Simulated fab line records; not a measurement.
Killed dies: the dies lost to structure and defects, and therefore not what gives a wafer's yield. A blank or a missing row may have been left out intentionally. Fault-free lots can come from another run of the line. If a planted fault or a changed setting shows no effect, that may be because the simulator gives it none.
Chamber matching ; flow n5-finfet ; 3 sister chambers for N5_BEOL_M10_ILD_DEP_00 on pecvd-04
The step deposits SiCOH lowk from DEMS/porogen, target thk 308.51 nm, time 58 s. 3 wafers are shown with their chamber, then 8 later ones without.

EACH WAFER AND ITS CHAMBER
wafer;chamber;heater-power-w (W)
L091.1;2;268
L091.3;1;335
L093.1;0;366

WAFERS WITHOUT THEIR CHAMBER
wafer;heater-power-w (W)
L093.5;287
L093.6;344
L095.2;346
L095.4;360
L095.5;226
L096.1;328
L096.3;339
L096.6;342

THE CHAMBER EACH PASSED THROUGH
wafer;from the rows above;in truth
L093.5;can't be placed: 2 or 1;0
L093.6;can't be placed: 1 or 0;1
L095.2;can't be placed: 1 or 0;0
L095.4;can't be placed: 0 or 1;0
L095.5;2;2
L096.1;can't be placed: 1 or 0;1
L096.3;can't be placed: 1 or 0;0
L096.6;can't be placed: 1 or 0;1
1 of 8 placed correctly. Cannot be placed on the basis of these rows: 7; the candidates contain the true chamber in 6. Wrongly placed: 0.
How it was worked out, from the rows above alone: a wafer's distance from a chamber is the root of the sum, over the readings, of the square of ((its reading less the chamber's mean) divided by the reading's scatter). If the next closest chamber is less than 2 further off than the closest, the wafer can't be placed; otherwise it belongs to the closest. For every chamber, the mean is computed from those of its wafers that are shown. The scatter: root of mean squared gap, hidden wafer to nearest shown wafer, with one shown wafer a chamber.
